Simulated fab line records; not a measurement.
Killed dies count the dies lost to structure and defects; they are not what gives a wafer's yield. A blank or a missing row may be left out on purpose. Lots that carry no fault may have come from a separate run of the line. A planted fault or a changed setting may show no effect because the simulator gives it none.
A sampling plan put to the test + flow nand-harc + one fab line, 40 faults that these records tell of, each judged on the records of the lots that it struck
The plan consists of the line's own looks: route steps at which the wafer is read by a gauge or an inspection but not changed. A look can be judged if struck wafers have a number there and the file gives its usual mean and standard deviation on fault-free wafers. Caught: 4 or more of those standard deviations (sigma) separate the usual mean from the mean of the struck wafers at a look after the fault's first step. On the tool: the fault's steps, tested the same way using the tool's own readings. Another recipe on the struck wafers, or a record that is blank for them alone, also counts as caught.

THE FAULTS, as the simulator had put them in
1. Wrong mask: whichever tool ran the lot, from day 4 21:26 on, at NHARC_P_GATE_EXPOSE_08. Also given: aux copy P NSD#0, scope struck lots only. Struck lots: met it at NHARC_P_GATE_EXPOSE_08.
2. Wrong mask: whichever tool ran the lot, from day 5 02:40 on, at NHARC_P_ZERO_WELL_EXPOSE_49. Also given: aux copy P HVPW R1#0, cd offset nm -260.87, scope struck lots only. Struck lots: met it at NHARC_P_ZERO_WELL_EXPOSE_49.
3. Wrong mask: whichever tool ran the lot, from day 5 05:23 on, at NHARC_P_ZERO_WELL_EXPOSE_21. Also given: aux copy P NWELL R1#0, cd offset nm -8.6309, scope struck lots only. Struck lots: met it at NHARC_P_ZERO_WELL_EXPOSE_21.
4. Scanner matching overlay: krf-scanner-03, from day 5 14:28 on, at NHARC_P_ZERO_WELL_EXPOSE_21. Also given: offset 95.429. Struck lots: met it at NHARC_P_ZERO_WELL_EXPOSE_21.
5. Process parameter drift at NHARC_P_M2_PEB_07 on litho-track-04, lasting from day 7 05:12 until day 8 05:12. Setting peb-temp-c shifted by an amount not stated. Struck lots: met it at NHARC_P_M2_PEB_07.
6. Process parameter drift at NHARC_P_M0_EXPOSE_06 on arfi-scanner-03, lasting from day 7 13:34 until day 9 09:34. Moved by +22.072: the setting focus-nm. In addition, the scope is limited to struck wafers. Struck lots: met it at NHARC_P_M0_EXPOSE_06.
7. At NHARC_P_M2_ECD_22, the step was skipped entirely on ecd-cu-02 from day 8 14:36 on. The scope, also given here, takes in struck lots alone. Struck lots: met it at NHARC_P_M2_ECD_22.
8. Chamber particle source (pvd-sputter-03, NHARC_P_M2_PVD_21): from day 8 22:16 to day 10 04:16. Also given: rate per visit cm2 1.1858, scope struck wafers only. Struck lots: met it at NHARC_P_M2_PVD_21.
9. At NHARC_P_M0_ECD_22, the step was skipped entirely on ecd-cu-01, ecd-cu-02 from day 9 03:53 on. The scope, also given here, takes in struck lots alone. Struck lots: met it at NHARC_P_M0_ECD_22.
10. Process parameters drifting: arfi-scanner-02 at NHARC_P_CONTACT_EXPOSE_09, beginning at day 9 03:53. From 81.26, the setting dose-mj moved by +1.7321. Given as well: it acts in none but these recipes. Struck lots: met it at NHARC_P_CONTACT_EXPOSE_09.
11. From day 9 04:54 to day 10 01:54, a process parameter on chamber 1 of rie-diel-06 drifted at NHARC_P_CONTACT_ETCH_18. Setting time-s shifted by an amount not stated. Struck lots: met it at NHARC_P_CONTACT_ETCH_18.
12. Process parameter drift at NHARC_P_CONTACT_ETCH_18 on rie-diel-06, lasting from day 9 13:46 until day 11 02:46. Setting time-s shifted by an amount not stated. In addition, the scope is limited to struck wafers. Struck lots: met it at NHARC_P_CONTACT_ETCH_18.
13. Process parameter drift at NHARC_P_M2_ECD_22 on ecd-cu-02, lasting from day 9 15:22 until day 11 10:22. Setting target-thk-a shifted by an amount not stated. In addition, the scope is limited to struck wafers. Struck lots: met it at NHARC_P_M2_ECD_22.
14. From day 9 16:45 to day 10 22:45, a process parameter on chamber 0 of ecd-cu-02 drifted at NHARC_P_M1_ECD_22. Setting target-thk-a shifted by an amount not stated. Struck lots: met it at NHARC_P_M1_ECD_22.
15. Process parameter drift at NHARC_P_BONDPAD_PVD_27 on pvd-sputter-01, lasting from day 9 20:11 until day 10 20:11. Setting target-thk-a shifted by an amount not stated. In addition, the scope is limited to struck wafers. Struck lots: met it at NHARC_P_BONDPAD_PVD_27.
16. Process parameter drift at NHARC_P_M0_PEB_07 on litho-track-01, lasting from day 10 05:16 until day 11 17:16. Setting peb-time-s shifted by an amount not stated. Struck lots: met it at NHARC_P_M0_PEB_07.
17. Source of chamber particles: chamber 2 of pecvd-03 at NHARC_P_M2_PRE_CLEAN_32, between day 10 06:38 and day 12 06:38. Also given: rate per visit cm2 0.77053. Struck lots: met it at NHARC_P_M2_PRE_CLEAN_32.
18. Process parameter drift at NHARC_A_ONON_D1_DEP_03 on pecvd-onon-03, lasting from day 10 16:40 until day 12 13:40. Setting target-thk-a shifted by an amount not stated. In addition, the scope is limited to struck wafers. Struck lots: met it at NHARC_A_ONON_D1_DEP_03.
19. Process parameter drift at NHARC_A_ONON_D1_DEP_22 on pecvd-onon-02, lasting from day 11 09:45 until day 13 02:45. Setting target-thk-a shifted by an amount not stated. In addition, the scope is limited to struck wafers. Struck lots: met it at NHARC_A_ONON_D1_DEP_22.
20. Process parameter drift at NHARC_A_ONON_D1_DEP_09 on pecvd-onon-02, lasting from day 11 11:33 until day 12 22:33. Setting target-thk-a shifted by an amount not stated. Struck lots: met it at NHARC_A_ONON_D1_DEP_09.
21. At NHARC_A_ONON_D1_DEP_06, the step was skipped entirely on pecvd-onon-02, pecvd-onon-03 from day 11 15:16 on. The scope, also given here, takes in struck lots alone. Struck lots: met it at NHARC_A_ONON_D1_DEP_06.
22. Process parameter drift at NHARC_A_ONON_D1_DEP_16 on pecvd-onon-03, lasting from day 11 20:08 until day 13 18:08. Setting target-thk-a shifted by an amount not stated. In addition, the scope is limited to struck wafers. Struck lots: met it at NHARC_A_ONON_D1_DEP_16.
23. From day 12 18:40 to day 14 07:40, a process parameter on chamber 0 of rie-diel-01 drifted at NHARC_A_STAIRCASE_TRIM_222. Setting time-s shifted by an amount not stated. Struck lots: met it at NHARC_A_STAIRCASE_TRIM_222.
24. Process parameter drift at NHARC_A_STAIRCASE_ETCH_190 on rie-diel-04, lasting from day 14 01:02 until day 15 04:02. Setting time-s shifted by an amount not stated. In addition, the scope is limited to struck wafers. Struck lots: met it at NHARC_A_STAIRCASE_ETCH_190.
25. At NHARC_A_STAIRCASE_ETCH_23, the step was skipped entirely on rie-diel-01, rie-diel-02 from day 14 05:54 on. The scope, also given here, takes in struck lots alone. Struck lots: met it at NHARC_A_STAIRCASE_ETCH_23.
26. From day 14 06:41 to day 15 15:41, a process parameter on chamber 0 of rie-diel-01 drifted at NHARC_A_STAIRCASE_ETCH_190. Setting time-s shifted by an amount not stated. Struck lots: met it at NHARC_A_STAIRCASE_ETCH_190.
27. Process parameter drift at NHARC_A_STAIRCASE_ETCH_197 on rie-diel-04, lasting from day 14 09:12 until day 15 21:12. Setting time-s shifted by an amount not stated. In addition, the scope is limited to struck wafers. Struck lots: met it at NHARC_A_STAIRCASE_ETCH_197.
28. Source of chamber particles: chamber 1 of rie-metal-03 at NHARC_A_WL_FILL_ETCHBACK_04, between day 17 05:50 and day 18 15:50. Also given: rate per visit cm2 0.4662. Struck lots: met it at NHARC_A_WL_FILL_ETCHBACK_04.
29. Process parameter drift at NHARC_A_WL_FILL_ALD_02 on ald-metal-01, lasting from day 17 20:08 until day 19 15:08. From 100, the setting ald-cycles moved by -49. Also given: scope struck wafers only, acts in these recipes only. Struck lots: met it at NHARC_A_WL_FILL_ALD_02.
30. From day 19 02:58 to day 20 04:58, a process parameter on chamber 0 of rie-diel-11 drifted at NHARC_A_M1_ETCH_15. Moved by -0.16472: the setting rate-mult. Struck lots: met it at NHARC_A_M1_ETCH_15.
31. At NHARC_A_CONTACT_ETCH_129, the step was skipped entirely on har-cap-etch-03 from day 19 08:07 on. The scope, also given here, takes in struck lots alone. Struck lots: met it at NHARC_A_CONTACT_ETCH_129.
32. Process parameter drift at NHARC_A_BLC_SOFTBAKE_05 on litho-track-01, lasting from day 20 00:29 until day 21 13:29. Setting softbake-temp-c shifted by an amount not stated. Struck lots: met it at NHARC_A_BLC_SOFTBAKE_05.
33. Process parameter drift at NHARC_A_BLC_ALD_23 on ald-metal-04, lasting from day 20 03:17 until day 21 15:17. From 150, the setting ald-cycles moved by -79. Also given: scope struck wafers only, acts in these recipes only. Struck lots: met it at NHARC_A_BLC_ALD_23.
34. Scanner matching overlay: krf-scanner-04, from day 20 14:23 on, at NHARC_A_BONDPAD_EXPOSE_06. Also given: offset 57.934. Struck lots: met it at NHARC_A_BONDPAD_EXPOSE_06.
35. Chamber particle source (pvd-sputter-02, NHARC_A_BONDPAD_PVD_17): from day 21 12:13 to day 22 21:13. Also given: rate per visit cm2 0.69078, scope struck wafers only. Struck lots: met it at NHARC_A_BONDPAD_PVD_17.
36. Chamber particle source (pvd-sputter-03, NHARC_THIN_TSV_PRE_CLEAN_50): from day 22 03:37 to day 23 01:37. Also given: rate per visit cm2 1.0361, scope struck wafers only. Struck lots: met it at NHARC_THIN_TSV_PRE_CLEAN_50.
37. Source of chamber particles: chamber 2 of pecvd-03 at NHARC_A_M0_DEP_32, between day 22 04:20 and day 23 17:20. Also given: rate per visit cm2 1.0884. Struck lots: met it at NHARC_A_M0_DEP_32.
38. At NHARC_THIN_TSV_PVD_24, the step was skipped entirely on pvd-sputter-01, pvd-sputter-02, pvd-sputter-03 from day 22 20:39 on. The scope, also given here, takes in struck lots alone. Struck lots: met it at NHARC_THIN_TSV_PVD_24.
39. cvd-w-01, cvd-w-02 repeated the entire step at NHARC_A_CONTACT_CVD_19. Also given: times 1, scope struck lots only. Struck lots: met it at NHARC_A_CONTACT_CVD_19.
40. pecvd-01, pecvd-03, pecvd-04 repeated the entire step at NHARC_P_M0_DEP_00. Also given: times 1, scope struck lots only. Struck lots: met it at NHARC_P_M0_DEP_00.

WHAT THE PLAN SAW
| fault | on the tool itself                               | first look that catches it                      | reading, sigma                                       | median hours from its first step to that look | hours from the fault's start to the first struck lot there | judged looks passed uncaught |
|-------|--------------------------------------------------|-------------------------------------------------|------------------------------------------------------|-----------------------------------------------|------------------------------------------------------------|------------------------------|
| 1     | no reading that can be judged                    | NHARC_END_SORT_01                               | killed-at-periphery +99 or beyond                    | 381.1                                         | 386                                                        | 0                            |
| 2     | no reading that can be judged                    | NHARC_P_ZERO_WELL_CD_MEAS_52                    | cd-nm -99 or beyond                                  | 0.1                                           | 3                                                          | 0                            |
| 3     | no reading that can be judged                    | NHARC_P_ZERO_WELL_CD_MEAS_24                    | cd-nm -6.1                                           | 0.2                                           | 3                                                          | 0                            |
| 4     | no reading that can be judged                    | NHARC_END_SORT_01                               | killed-at-periphery +14                              | 413.2                                         | 424                                                        | 1                            |
| 5     | plate-temp-C +22 sigma                           | NHARC_P_M2_CD_MEAS_09                           | cd-nm +12                                            | 0.1                                           | 9                                                          | 0                            |
| 6     | no reading that can be judged                    | none of the 6 looks that can be judged after it | -                                                    | -                                             | -                                                          | 6                            |
| 7     | the tool's record is blank for the struck wafers | NHARC_P_M2_THK_MEAS_24                          | thk-nm -76                                           | 1.0                                           | 8                                                          | 0                            |
| 8     | under 2 sigma                                    | NHARC_END_SORT_01                               | killed-at-periphery +42                              | 316.3                                         | 317                                                        | 1                            |
| 9     | the tool's record is blank for the struck wafers | NHARC_P_M0_THK_MEAS_24                          | thk-nm -67                                           | 1.0                                           | 2                                                          | 0                            |
| 10    | exposure-dose-mJ-cm2 +17 sigma                   | none of the 4 looks that can be judged after it | strongest: cd-nm at NHARC_P_CONTACT_CD_MEAS_12, +2.1 | -                                             | -                                                          | 4                            |
| 11    | run-length-s -99 or beyond sigma                 | NHARC_END_SORT_01                               | killed-at-periphery +99 or beyond                    | 332.3                                         | 337                                                        | 0                            |
| 12    | run-length-s -99 or beyond sigma                 | NHARC_END_SORT_01                               | killed-at-periphery +99 or beyond                    | 323.3                                         | 329                                                        | 0                            |
| 13    | no reading that can be judged                    | no look after it can be judged                  | -                                                    | -                                             | -                                                          | 0                            |
| 14    | no reading that can be judged                    | no look after it can be judged                  | -                                                    | -                                             | -                                                          | 0                            |
| 15    | under 2 sigma                                    | NHARC_END_SORT_01                               | killed-at-periphery +99 or beyond                    | 303.2                                         | 295                                                        | 0                            |
| 16    | heater-power-total-W +28 sigma                   | NHARC_P_M0_CD_MEAS_09                           | cd-nm -7.2                                           | 0.1                                           | 7                                                          | 0                            |
| 17    | under 2 sigma                                    | NHARC_END_SORT_01                               | killed-at-periphery +40                              | 315.7                                         | 325                                                        | 0                            |
| 18    | under 2 sigma                                    | NHARC_A_ONON_D1_THK_MEAS_05                     | thk-nm +68                                           | 0.5                                           | 9                                                          | 0                            |
| 19    | under 2 sigma                                    | NHARC_A_ONON_D1_THK_MEAS_24                     | thk-nm +4.9                                          | 0.5                                           | 0                                                          | 0                            |
| 20    | no reading that can be judged                    | NHARC_A_ONON_D1_THK_MEAS_11                     | thk-nm +34                                           | 0.5                                           | 5                                                          | 0                            |
| 21    | the tool's record is blank for the struck wafers | NHARC_END_SORT_01                               | killed-at-array +58                                  | 290.5                                         | 279                                                        | 0                            |
| 22    | under 2 sigma                                    | NHARC_A_ONON_D1_THK_MEAS_18                     | thk-nm -28                                           | 0.5                                           | 4                                                          | 0                            |
| 23    | run-length-s -99 or beyond sigma                 | NHARC_END_SORT_01                               | killed-at-array +58                                  | 193.1                                         | 202                                                        | 0                            |
| 24    | run-length-s +19 sigma                           | NHARC_END_SORT_01                               | killed-at-array +52                                  | 187.7                                         | 194                                                        | 0                            |
| 25    | the tool's record is blank for the struck wafers | NHARC_END_SORT_01                               | killed-at-array +58                                  | 209.0                                         | 201                                                        | 0                            |
| 26    | run-length-s +19 sigma                           | NHARC_END_SORT_01                               | killed-at-array +28                                  | 206.1                                         | 216                                                        | 0                            |
| 27    | run-length-s -24 sigma                           | NHARC_END_SORT_01                               | killed-at-array +58                                  | 205.9                                         | 187                                                        | 0                            |
| 28    | under 2 sigma                                    | NHARC_END_SORT_01                               | killed-at-array +5.3                                 | 104.5                                         | 129                                                        | 2                            |
| 29    | under 2 sigma                                    | NHARC_END_SORT_01                               | killed-at-array +58                                  | 111.1                                         | 104                                                        | 0                            |
| 30    | oes-product-au -4.6 sigma                        | NHARC_END_SORT_01                               | sort_bin_2_pct +99 or beyond                         | 37.5                                          | 37                                                         | 0                            |
| 31    | the tool's record is blank for the struck wafers | NHARC_END_SORT_01                               | killed-at-array +58                                  | 59.4                                          | 58                                                         | 1                            |
| 32    | heater-power-total-W -99 or beyond sigma         | none of the 4 looks that can be judged after it | strongest: cd-nm at NHARC_A_BLC_CD_MEAS_10, +2.0     | -                                             | -                                                          | 4                            |
| 33    | under 2 sigma                                    | NHARC_END_SORT_01                               | killed-at-array +58                                  | 46.0                                          | 48                                                         | 1                            |
| 34    | no reading that can be judged                    | NHARC_A_BONDPAD_OVL_MEAS_35                     | overlay-x-nm +12                                     | 0.2                                           | 4                                                          | 0                            |
| 35    | under 2 sigma                                    | NHARC_END_SORT_01                               | sort_bin_3_pct +11                                   | 34.2                                          | 43                                                         | 0                            |
| 36    | under 2 sigma                                    | NHARC_END_SORT_01                               | killed-at-other +83                                  | 21.6                                          | 30                                                         | 1                            |
| 37    | under 2 sigma                                    | NHARC_A_M1_INSPECT_11                           | raw-defect-count +50                                 | 1.2                                           | 2                                                          | 1                            |
| 38    | no reading that can be judged                    | NHARC_END_SORT_01                               | killed-at-other +99 or beyond                        | 12.2                                          | 10                                                         | 0                            |
| 39    | under 2 sigma                                    | not the one look that can be judged after it    | -                                                    | -                                             | -                                                          | 1                            |
| 40    | under 2 sigma                                    | NHARC_END_SORT_01                               | killed-at-periphery +99 or beyond                    | 324.3                                         | -                                                          | 0                            |
A dash: the fault isn't caught, or these records don't give the number.

Caught at a look: 34 of 40. Caught on the tool: 16 of 40. By one or the other: 36 of 40.
Faults caught by the tool alone: 10, 32.
Caught at a look alone: faults 1, 2, 3, 4, 8, 15, 17, 18, 19, 20, 22, 28, 29, 33, 34, 35, 36, 37, 38, 40.
Caught by neither: faults 6, 13, 14, 39.

THINNER SAMPLING
In the worst case, this is how late the first struck lot would be measured if the look that catches a fault measured only every second or every third lot, by lot number:
| fault | struck lots at that look, in order of time | every lot | every second lot | every third lot |
|-------|--------------------------------------------|-----------|------------------|-----------------|
| 1     | L567                                       | 386 h     | may miss it      | may miss it     |
| 2     | L718                                       | 3 h       | may miss it      | may miss it     |
| 3     | L780                                       | 3 h       | may miss it      | may miss it     |
| 4     | L903, L905                                 | 424 h     | may miss all 2   | may miss all 2  |
| 5     | L305, L306                                 | 9 h       | 10 h             | may miss all 2  |
| 7     | L275, L276                                 | 8 h       | 9 h              | may miss all 2  |
| 8     | L798                                       | 317 h     | may miss it      | may miss it     |
| 9     | L850, L851, L852                           | 2 h       | 7 h              | 12 h            |
| 11    | L833, L831                                 | 337 h     | may miss all 2   | may miss all 2  |
| 12    | L511, L514                                 | 329 h     | 354 h            | may miss all 2  |
| 15    | L590, L591                                 | 295 h     | 323 h            | may miss all 2  |
| 16    | L699, L700                                 | 7 h       | 18 h             | may miss all 2  |
| 17    | L521, L523                                 | 325 h     | may miss all 2   | may miss all 2  |
| 18    | L758, L759                                 | 9 h       | 14 h             | may miss all 2  |
| 19    | L986                                       | 0 h       | may miss it      | may miss it     |
| 20    | L156, L158                                 | 5 h       | may miss all 2   | may miss all 2  |
| 21    | L249, L248                                 | 279 h     | 300 h            | may miss all 2  |
| 22    | L282, L286, L287                           | 4 h       | 45 h             | 45 h            |
| 23    | L665, L666                                 | 202 h     | 216 h            | may miss all 2  |
| 24    | L936, L935                                 | 194 h     | 194 h            | may miss all 2  |
| 25    | L179, L182, L183                           | 201 h     | 215 h            | may miss all 3  |
| 26    | L272                                       | 216 h     | may miss it      | may miss it     |
| 27    | L642, L644, L646                           | 187 h     | may miss all 3   | 235 h           |
| 28    | L517                                       | 129 h     | may miss it      | may miss it     |
| 29    | L168, L170, L172                           | 104 h     | may miss all 3   | 152 h           |
| 30    | L370, L372                                 | 37 h      | may miss all 2   | may miss all 2  |
| 31    | L559, L562                                 | 58 h      | 67 h             | may miss all 2  |
| 33    | L997, L996, L100                           | 48 h      | 59 h             | may miss all 3  |
| 34    | L301, L302                                 | 4 h       | 28 h             | may miss all 2  |
| 35    | L649, L653                                 | 43 h      | may miss all 2   | may miss all 2  |
| 36    | L577, L574                                 | 30 h      | 41 h             | may miss all 2  |
| 37    | L643                                       | 2 h       | may miss it      | may miss it     |
| 38    | L263, L264, L262                           | 10 h      | 24 h             | 30 h            |
Hours are from the fault's start to the first struck lot that is measured. Since the struck wafers were tested as one group against 4 sigma, a single lot by itself may lie under the limit. Other struck lots may not be in these records.

THE LONGEST TIMED WAY FROM STEP TO LOOK
In fault 4, a median of 413.2 hours elapses between NHARC_P_ZERO_WELL_EXPOSE_21 and NHARC_END_SORT_01. The look between them that can be judged stayed within 4 sigma: NHARC_A_BONDPAD_CD_MEAS_13.
